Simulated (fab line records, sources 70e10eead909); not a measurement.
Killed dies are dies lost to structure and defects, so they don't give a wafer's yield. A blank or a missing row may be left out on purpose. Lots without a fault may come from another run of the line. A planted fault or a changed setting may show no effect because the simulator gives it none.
Chamber matching | flow nand_harc | NHARC_A_BONDPAD_ETCH_34 on rie_diel-04: 4 sister chambers
The step etches the open film in N2/H2, target depth 60 nm, overetch 18 nm, time 65.91 s. 4 wafers are shown with their chamber, then 7 later ones without.

WAFERS WITH THEIR CHAMBER
wafer  | chamber | drypump_motor_current_A (A)
L944.1 | 1       | 5.6
L944.2 | 3       | 6.0
L943.2 | 2       | 5.5
L943.3 | 0       | 6.3

WAFERS WITHOUT THEIR CHAMBER
wafer  | drypump_motor_current_A (A)
L943.4 | 6.0
L945.2 | 6.0
L945.3 | 5.6
L945.6 | 5.5
L957.1 | 5.9
L957.2 | 5.5
L957.6 | 5.6

WHICH CHAMBER EACH WENT THROUGH
wafer  | from the rows above | in truth
L943.4 | 3                   | 3
L945.2 | 3                   | 3
L945.3 | 1                   | 1
L945.6 | 2                   | 2
L957.1 | 3                   | 3
L957.2 | 2                   | 2
L957.6 | 1                   | 1
Placed correctly: 7 of 7. Can't be placed from these rows: 0. Placed wrongly: 0.
How it was worked out, from the rows above alone: a wafer's distance from a chamber is the root of the sum, over the readings, of the square of ((its reading less the chamber's mean) divided by the reading's scatter). The wafer belongs to the nearest chamber; if the next one is less than 2 further off, it can't be placed. A chamber's mean is the mean of its shown wafers. The scatter: with one shown wafer a chamber, the root of the mean of the squares of how far each hidden wafer lies from its nearest shown one.
